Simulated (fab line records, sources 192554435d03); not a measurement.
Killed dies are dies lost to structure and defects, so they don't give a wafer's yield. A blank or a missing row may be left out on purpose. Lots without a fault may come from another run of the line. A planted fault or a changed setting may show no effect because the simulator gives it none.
Chamber matching | flow n5_finfet | N5_BEOL_M15_TRENCH_ETCH_34 on rie_diel-01: 4 sister chambers
The step etches SiO2 in C4F8/O2/Ar, target depth 872.93 nm, time 199 s. 4 wafers are shown with their chamber, then 7 later ones without.

WAFERS WITH THEIR CHAMBER
wafer  | chamber | rf_vpp_V (V)
L296.1 | 2       | 2243
L300.3 | 0       | 2239
L301.2 | 1       | 2242
L301.4 | 3       | 2188

WAFERS WITHOUT THEIR CHAMBER
wafer  | rf_vpp_V (V)
L301.5 | 2243
L311.1 | 2242
L311.2 | 2187
L311.3 | 2241
L313.1 | 2238
L313.3 | 2187
L313.5 | 2242

WHICH CHAMBER EACH WENT THROUGH
wafer  | from the rows above          | in truth
L301.5 | can't be placed: 2 or 1      | 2
L311.1 | can't be placed: 1 or 2      | 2
L311.2 | 3                            | 3
L311.3 | can't be placed: 1 or 0 or 2 | 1
L313.1 | 0                            | 0
L313.3 | 3                            | 3
L313.5 | can't be placed: 1 or 2      | 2
Placed correctly: 3 of 7. Can't be placed from these rows: 4 (the true chamber is among the candidates in 4). Placed wrongly: 0.
How it was worked out, from the rows above alone: a wafer's distance from a chamber is the root of the sum, over the readings, of the square of ((its reading less the chamber's mean) divided by the reading's scatter). The wafer belongs to the nearest chamber; if the next one is less than 2 further off, it can't be placed. A chamber's mean is the mean of its shown wafers. The scatter: with one shown wafer a chamber, the root of the mean of the squares of how far each hidden wafer lies from its nearest shown one.
